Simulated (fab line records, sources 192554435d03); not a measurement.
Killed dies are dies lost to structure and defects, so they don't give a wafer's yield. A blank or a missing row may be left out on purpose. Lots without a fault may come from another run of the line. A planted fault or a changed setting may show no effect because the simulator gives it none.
Chamber matching | flow n5_finfet | N5_BEOL_M2_ALD_84 on ald_metal-04: 4 sister chambers
The step deposits TaN, pulse time 2 s, purge time 3 s, co reactant purge time 2 s. 18 wafers are shown with their chamber, then 9 later ones without.

WAFERS WITH THEIR CHAMBER
wafer  | chamber | heater_power_w (W) | heater_power_outer_w (W) | precursor_vessel_carrier_sccm (sccm)
L074.1 | 1       | 424                | 242                      | 999.1
L074.3 | 3       | 405                | 222                      | 1000.9
L074.4 | 0       | 401                | 211                      | 998.3
L076.4 | 2       | 461                | 243                      | 997.0
L076.5 | 0       | 389                | 203                      | 999.6
L076.6 | 3       | 415                | 216                      | 1001.2
L079.2 | 1       | 429                | 248                      | 997.2
L079.4 | 2       | 464                | 239                      | 996.9
L079.5 | 3       | 409                | 222                      | 994.1
L080.1 | 2       | 468                | 248                      | 1001.0
L080.4 | 0       | 406                | 206                      | 1004.3
L080.5 | 3       | 410                | 223                      | 1001.3
L086.3 | 1       | 429                | 240                      | 999.5
L086.4 | 3       | 407                | 224                      | 1000.6
L086.6 | 1       | 425                | 241                      | 1003.0
L088.2 | 0       | 402                | 209                      | 995.2
L088.4 | 3       | 418                | 223                      | 998.2
L088.6 | 1       | 416                | 243                      | 998.8

SIGNATURES (means of the wafers above)
reading                       | chamber 0 | chamber 1 | chamber 2 | chamber 3 | scatter within a chamber
heater_power_w                | 399.50    | 424.60    | 464.33    | 410.67    | 5.48
heater_power_outer_w          | 207.25    | 242.80    | 243.33    | 221.67    | 3.35
precursor_vessel_carrier_sccm | 999.350   | 999.520   | 998.300   | 999.383   | 2.83
Rule: a wafer's distance from a chamber is the root of the sum, over the readings, of the square of ((its reading less the chamber's mean) divided by the reading's scatter). The wafer belongs to the nearest chamber; if the next one is less than 2 further off, it can't be placed. The scatter: the root of (the sum of the squares of (reading less its chamber's mean) over the shown wafers, divided by (wafers less chambers)).

WAFERS WITHOUT THEIR CHAMBER
wafer  | heater_power_w (W) | heater_power_outer_w (W) | precursor_vessel_carrier_sccm (sccm)
L089.1 | 469                | 247                      | 998.6
L089.3 | 415                | 224                      | 1000.9
L089.6 | 426                | 244                      | 1003.6
L091.3 | 406                | 216                      | 999.2
L091.4 | 452                | 241                      | 1000.0
L091.6 | 465                | 240                      | 1003.2
L095.1 | 415                | 225                      | 999.3
L095.2 | 422                | 249                      | 1002.3
L095.3 | 461                | 238                      | 1003.7

WHICH CHAMBER EACH WENT THROUGH
wafer  | from the rows above     | in truth
L089.1 | 2                       | 2
L089.3 | 3                       | 3
L089.6 | 1                       | 1
L091.3 | can't be placed: 3 or 0 | 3
L091.4 | 2                       | 2
L091.6 | 2                       | 2
L095.1 | 3                       | 3
L095.2 | 1                       | 1
L095.3 | 2                       | 2
Placed correctly: 8 of 9. Can't be placed from these rows: 1 (the true chamber is among the candidates in 1). Placed wrongly: 0.
